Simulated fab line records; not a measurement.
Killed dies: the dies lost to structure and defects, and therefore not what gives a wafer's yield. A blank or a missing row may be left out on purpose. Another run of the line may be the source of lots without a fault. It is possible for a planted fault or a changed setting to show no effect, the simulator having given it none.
The same fault as seen by 3 desks    flow nand-harc    each desk has only its own numbers; what lay behind them comes last

== AT THE METROLOGY DESK ==
What the gauges read, lot by lot, whatever tool the lot ran on: means of the sampled wafers that have a number. If a lot's mean is further than 4 standard deviations from the usual mean, the lot is out of limits and carries the mark OUT (the distance appears in the brackets).
Columns: A = cd-nm at NHARC_A_CHANNEL_HOLE_D1_CD_MEAS_10, usual 100.2 nm; B = overlay-x-nm at NHARC_A_CHANNEL_HOLE_D1_OVL_MEAS_11, usual 0.1 nm; C = overlay-y-nm at NHARC_A_CHANNEL_HOLE_D1_OVL_MEAS_11, usual 0.2 nm; D = cd-nm at NHARC_A_CHANNEL_HOLE_D1_CD_MEAS_18, usual 99.7 nm; E = cd-nm at NHARC_A_CHANNEL_HOLE_D1_CD_MEAS_30, usual 90.6 nm
lot   first seen here  A      B     C     D      E
L951  day 9 17:59      100.1  -0.8  0.4   102.2  91.3
L952  day 10 09:01     100.5  -1.1  0.5   98.1   91.7
L960  day 13 07:52     100.3  -0.8  -0.3  98.9   90.2
L966  day 16 01:05     100.9  -0.2  -1.1  105.6  92.6
L970  day 17 19:31     100.1  -0.7  0.4   97.0   89.2
This desk found nothing out of limits on any of the 5 lots.

== THE DEFECT DESK ==
Per lot, the means of the sampled wafers with a number show what the inspections along the route counted. If a lot's mean is further than 4 standard deviations from the usual mean, the lot is out of limits and carries the mark OUT (the distance appears in the brackets).
Columns: A = raw-defect-count at NHARC_A_CHANNEL_HOLE_D1_INSPECT_12, usual 5.5; B = raw-defect-count at NHARC_A_CHANNEL_HOLE_D1_INSPECT_40, usual 70
lot   first seen here  A    B
L951  day 9 18:08      6.0  91
L952  day 10 09:08     3.3  106
L960  day 13 07:59     6.3  50
L966  day 16 01:13     5.0  91
L970  day 17 19:38     7.3  55
This desk found nothing out of limits on any of the 5 lots.

== AT THE TOOL OWNER'S DESK: rie-diel-01 ==
The tool's own readings at NHARC_A_CHANNEL_HOLE_D1_ETCH_39 (etches the open film in N2/H2, target depth 260 nm, time 325 s): means of the sampled wafers that have a number, for each lot that ran on this tool. If a lot's mean is further than 4 standard deviations from the usual mean, the lot is out of limits and carries the mark OUT (the distance appears in the brackets).
Columns: A = drypump-motor-current-A at NHARC_A_CHANNEL_HOLE_D1_ETCH_39, usual 5.6 A; B = oes-product-au at NHARC_A_CHANNEL_HOLE_D1_ETCH_39, usual 1.003 a.u.; C = rf-vpp-V at NHARC_A_CHANNEL_HOLE_D1_ETCH_39, usual 431.7 V; D = showerhead-plenum-p-Torr at NHARC_A_CHANNEL_HOLE_D1_ETCH_39, usual 2.08 Torr; E = throttle-valve-pct at NHARC_A_CHANNEL_HOLE_D1_ETCH_39, usual 14.172 %
lot   first seen here  A    B      C      D     E
L960  day 13 08:17     5.6  0.997  431.9  2.09  14.163
L966  day 16 01:28     5.6  1.000  431.6  2.06  14.166
This desk found nothing out of limits on any of the 2 lots.

== ALL TOGETHER ==
Metrology desk: nothing out of limits seen.
Nothing the defect desk looked at was out of limits.
Nothing out of limits was seen by the tool owner's desk.

== WHAT THE SIMULATOR PUT IN ==
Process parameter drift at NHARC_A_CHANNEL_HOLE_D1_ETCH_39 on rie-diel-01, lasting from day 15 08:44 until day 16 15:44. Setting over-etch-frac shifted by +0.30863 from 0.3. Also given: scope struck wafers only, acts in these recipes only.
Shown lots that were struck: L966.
